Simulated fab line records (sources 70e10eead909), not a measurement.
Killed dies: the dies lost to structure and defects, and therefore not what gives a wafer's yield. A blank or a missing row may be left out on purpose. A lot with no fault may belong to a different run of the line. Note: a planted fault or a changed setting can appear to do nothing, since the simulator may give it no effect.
Which tool did it? :: flow nand harc :: route of 1159 steps, sampled at 1 step: 11 lots, 33 wafers

== WHAT EACH GAUGE READ, for each wafer ==
NHARC_P_M1_OVL_MEAS_10: pitch 260 nm.
lot: L288
measured: day 5 17:17
on: overlay-02
overlay x nm (nm): 0.7 0.5 -0.2

lot: L290
measured: day 6 02:56
on: overlay-01
overlay x nm (nm): -0.9 -0.7 -0.3

lot: L289
measured: day 6 03:25
on: overlay-02
overlay x nm (nm): -2.0 -2.0 -2.1

lot: L292
measured: day 6 20:58
on: overlay-01
overlay x nm (nm): 0.4 0.6 0.8

lot: L293
measured: day 7 06:37
on: overlay-01
overlay x nm (nm): -0.4 -0.6 -0.7

lot: L294
measured: day 7 12:28
on: overlay-01
overlay x nm (nm): -0.5 -1.1 -1.5

lot: L297
measured: day 8 04:31
on: overlay-01
overlay x nm (nm): -0.8 -1.0 -0.7

lot: L298
measured: day 8 10:22
on: overlay-01
overlay x nm (nm): 0.8 1.0 0.8

lot: L300
measured: day 9 06:41
on: overlay-02
overlay x nm (nm): 0.0 0.1 0.1

lot: L302
measured: day 9 06:58
on: overlay-01
overlay x nm (nm): -0.7 -1.5 -1.2

lot: L303
measured: day 9 16:29
on: overlay-01
overlay x nm (nm): -0.5 -0.1 -0.3

== EACH LOT AND THE TOOL THAT RAN IT (in order: tool; ch and the chambers of the sampled wafers; start) ==
Before these readings, the record contains no process step.

== THE ANSWER, worked out from the rows above alone ==
Rule: what is usual is taken from the lots themselves. The widest of any qualifying gaps counts: lots, ordered by their means at a reading, are off when they make up no more than a third of the lots, leave a main group of 4 or more, and stand apart from it by 3 or more times the standard deviation of that group's means. If all means in a main group match to the digits the tables above print for the reading, that group is not used. A lot without any number at a reading at which 4 lots or more have one is off too. Where the step has rows for the other lots, those lots are counted as sound.
Across all readings shown, no lot is off: no conclusion can be drawn from this.

== WHAT HAD BEEN PUT IN BY THE SIMULATOR ==
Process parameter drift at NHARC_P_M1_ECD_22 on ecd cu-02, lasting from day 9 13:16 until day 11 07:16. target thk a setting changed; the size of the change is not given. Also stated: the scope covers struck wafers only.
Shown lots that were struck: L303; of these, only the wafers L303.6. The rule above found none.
